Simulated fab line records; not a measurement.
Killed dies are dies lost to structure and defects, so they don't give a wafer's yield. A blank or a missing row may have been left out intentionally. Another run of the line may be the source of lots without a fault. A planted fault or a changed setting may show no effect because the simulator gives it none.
Chamber matching + flow nand harc + cmp-01 running NHARC_P_BONDPAD_CMP_32: 4 sister chambers
The step polishes SiCN, target thk 200 nm. 18 wafers are shown with their chamber, then 9 later ones without.

## WAFERS WITH THEIR CHAMBER
| wafer  | chamber | motor current A (A) |
|--------|---------|---------------------|
| L075.1 | 2       | 11.1                |
| L075.3 | 1       | 10.6                |
| L075.5 | 1       | 9.8                 |
| L076.2 | 0       | 11.7                |
| L076.4 | 2       | 11.0                |
| L076.5 | 0       | 12.3                |
| L077.1 | 1       | 10.0                |
| L077.2 | 2       | 11.4                |
| L077.3 | 0       | 11.6                |
| L078.4 | 0       | 11.1                |
| L078.5 | 0       | 12.0                |
| L078.6 | 3       | 10.3                |
| L083.3 | 1       | 10.2                |
| L083.5 | 2       | 10.4                |
| L083.6 | 3       | 10.1                |
| L089.1 | 3       | 10.0                |
| L089.2 | 1       | 10.2                |
| L089.6 | 3       | 9.9                 |

SIGNATURES (means of the wafers above)
| reading         | chamber 0 | chamber 1 | chamber 2 | chamber 3 | scatter within a chamber |
|-----------------|-----------|-----------|-----------|-----------|--------------------------|
| motor current A | 11.740    | 10.160    | 10.975    | 10.075    | 0.356                    |
Rule: distance of a wafer from a chamber = root of the sum over the readings of ((wafer's reading minus chamber's mean) / reading's scatter) squared. If the next closest chamber is less than 2 further off than the closest, the wafer can't be placed; otherwise it belongs to the closest. The scatter is the square root of a quotient: the sum, over the shown wafers, of each reading's squared deviation from its chamber's mean, divided by wafers minus chambers.

## WAFERS MISSING THEIR CHAMBER
| wafer  | motor current A (A) |
|--------|---------------------|
| L090.2 | 10.2                |
| L090.4 | 12.3                |
| L090.5 | 10.5                |
| L096.1 | 11.5                |
| L096.3 | 10.5                |
| L096.6 | 10.2                |
| L097.1 | 10.2                |
| L097.4 | 10.1                |
| L097.5 | 12.2                |

## EACH ONE'S CHAMBER
| wafer  | from the rows above          | in truth |
|--------|------------------------------|----------|
| L090.2 | can't be placed: 1 or 3      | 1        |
| L090.4 | 0                            | 0        |
| L090.5 | can't be placed: 1 or 3 or 2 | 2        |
| L096.1 | can't be placed: 0 or 2      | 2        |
| L096.3 | can't be placed: 1 or 3 or 2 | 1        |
| L096.6 | can't be placed: 1 or 3      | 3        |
| L097.1 | can't be placed: 1 or 3      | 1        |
| L097.4 | can't be placed: 3 or 1      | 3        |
| L097.5 | 0                            | 0        |
2 of 9 placed correctly. From these rows, 7 cannot be placed; in 7 the true chamber is one of the candidates. Wrongly placed: 0.
